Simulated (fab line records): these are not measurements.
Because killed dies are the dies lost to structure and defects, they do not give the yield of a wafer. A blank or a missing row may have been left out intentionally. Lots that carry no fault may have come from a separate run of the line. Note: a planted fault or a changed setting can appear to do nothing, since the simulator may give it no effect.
Chamber matching | flow n5Finfet | N5_BEOL_M4_ETCH_77 on rieDiel-01: 4 sister chambers
The step etches underlayer in N2/H2, target depth 6.5 nm, time 5.2 s. 8 wafers are shown with their chamber, then 11 later ones without.

## WAFERS, EACH WITH ITS CHAMBER
wafer  | chamber | drypumpMotorCurrentA (A) | showerheadPlenumPTorr (Torr)
L081.2 | 1       | 4.7                      | 2.62
L081.6 | 1       | 4.7                      | 2.62
L089.5 | 3       | 4.8                      | 2.51
L089.6 | 0       | 4.9                      | 2.46
L088.1 | 0       | 4.9                      | 2.46
L088.3 | 2       | 6.3                      | 2.50
L088.6 | 2       | 6.3                      | 2.50
L093.3 | 3       | 4.9                      | 2.50

## WAFERS WITHOUT THEIR CHAMBER
wafer  | drypumpMotorCurrentA (A) | showerheadPlenumPTorr (Torr)
L093.5 | 4.7                      | 2.61
L093.6 | 4.9                      | 2.45
L092.2 | 4.8                      | 2.50
L092.3 | 6.3                      | 2.50
L092.5 | 6.3                      | 2.50
L095.3 | 6.3                      | 2.50
L095.4 | 4.7                      | 2.61
L095.5 | 4.9                      | 2.45
L096.3 | 4.9                      | 2.45
L096.5 | 4.9                      | 2.45
L096.6 | 4.7                      | 2.60

## WHICH CHAMBER EACH ONE RAN IN
wafer  | from the rows above | in truth
L093.5 | 1                   | 1
L093.6 | 0                   | 0
L092.2 | 3                   | 3
L092.3 | 2                   | 2
L092.5 | 2                   | 2
L095.3 | 2                   | 2
L095.4 | 1                   | 1
L095.5 | 0                   | 0
L096.3 | 0                   | 0
L096.5 | 0                   | 0
L096.6 | 1                   | 1
Placed correctly: 11 of 11. Can't be placed from these rows: 0. 0 placed wrongly.
How it was worked out, from the rows above alone: a wafer's distance from a chamber is the root of the sum, over the readings, of the square of ((its reading less the chamber's mean) divided by the reading's scatter). If the next closest chamber is less than 2 further off than the closest, the wafer can't be placed; otherwise it belongs to the closest. The mean given for a chamber averages the wafers shown for that chamber. The scatter is the square root of a quotient: the sum, over the shown wafers, of each reading's squared deviation from its chamber's mean, divided by wafers minus chambers.
